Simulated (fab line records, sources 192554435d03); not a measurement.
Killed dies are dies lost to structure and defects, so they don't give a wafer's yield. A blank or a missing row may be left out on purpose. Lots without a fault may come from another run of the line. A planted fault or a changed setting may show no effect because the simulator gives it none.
Problem report in the 8D (eight disciplines) form, filled by code | flow n5_finfet | the parts of the form that need people (team, actions taken, sign-off) are left out

1. THE PROBLEM
cathode_dc_power_W at N5_BEOL_M12_SPUTTER_43 reads a mean of 13370 W on 6 wafers of 2 lots; wafers without a fault read 15000 W with a standard deviation of 2.5. That is -99 or more standard deviations from the usual mean.
The step: material TaN, target thk 15 nm, time 24.19 s.
First seen on wafer L293.4, day 14 06:53, on pvd_sputter-03. The record holds 30 wafers of 10 lots with a number at this step. Rule for "out", or "out of limits": more than 4 standard deviations from the usual mean. The other wafers with a number count as sound.

2. WHAT IT IS AND WHAT IT IS NOT
question                    | is                     | is not
which readings at this step | cathode_dc_power_W     | bias_v
which lots                  | L292, L293             | L280, L281, L294, L295, L296, L298, L299, L302
which wafers of those lots  | all that have a number | -
read on which tools         | pvd_sputter-03         | pvd_sputter-01, pvd_sputter-02
when                        | from day 14 06:53      | up to then (6 sound wafers); but 18 sound wafers of L294, L295, L296, L298, L299, L302 came after

3. SUSPECTS, AND WHAT RULES EACH OUT
Counting: a tool at a process step up to the reading stays a suspect if it ran every lot that is out and no sound lot after the first of them.
- pvd_sputter-03 at N5_BEOL_M12_SPUTTER_43 (material TaN, target thk 15 nm, time 24.19 s): kept. It ran every lot that is out, first L293 (day 14 06:53), and no sound lot after that; its last sound lot up to then is L281 (day 11 12:33). Its own readings are out on those wafers: cathode_dc_power_W.
Left after counting: pvd_sputter-03 at N5_BEOL_M12_SPUTTER_43.

4. THE CAUSE (what the simulator had put in)
Process parameter drift: pvd_sputter-03, from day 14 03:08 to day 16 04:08, at N5_BEOL_M12_SPUTTER_43. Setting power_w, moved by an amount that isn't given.
Counting left only this tool.

5. THE CHAIN OF EFFECTS, in route order
Each row: a reading whose mean over the struck wafers that have a number lies more than 3 standard deviations from the usual. Only readings for which the record gives a usual standard deviation are gone through. hours: the time from each lot's start at the first step in this table that gives one to its start at this step, as a median over the lots. sigmas: the change in usual standard deviations.
hours | step                   | reading            | usual   | on struck wafers | change | sigmas
0     | N5_BEOL_M12_SPUTTER_43 | cathode_dc_power_W | 15000 W | 13370            | -1630  | -99 or more
The process steps in it:
- N5_BEOL_M12_SPUTTER_43: material TaN, target thk 15 nm, time 24.19 s.
Later measuring or inspecting steps at which every struck wafer that the step has a row for has a number for every such reading, and none has moved that far: N5_BEOL_M13_THK_MEAS_01.

6. WHAT WOULD HAVE CAUGHT IT SOONER
In this record the first reading out of limits was taken at day 14 06:53, 4 hours after the fault began at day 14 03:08.
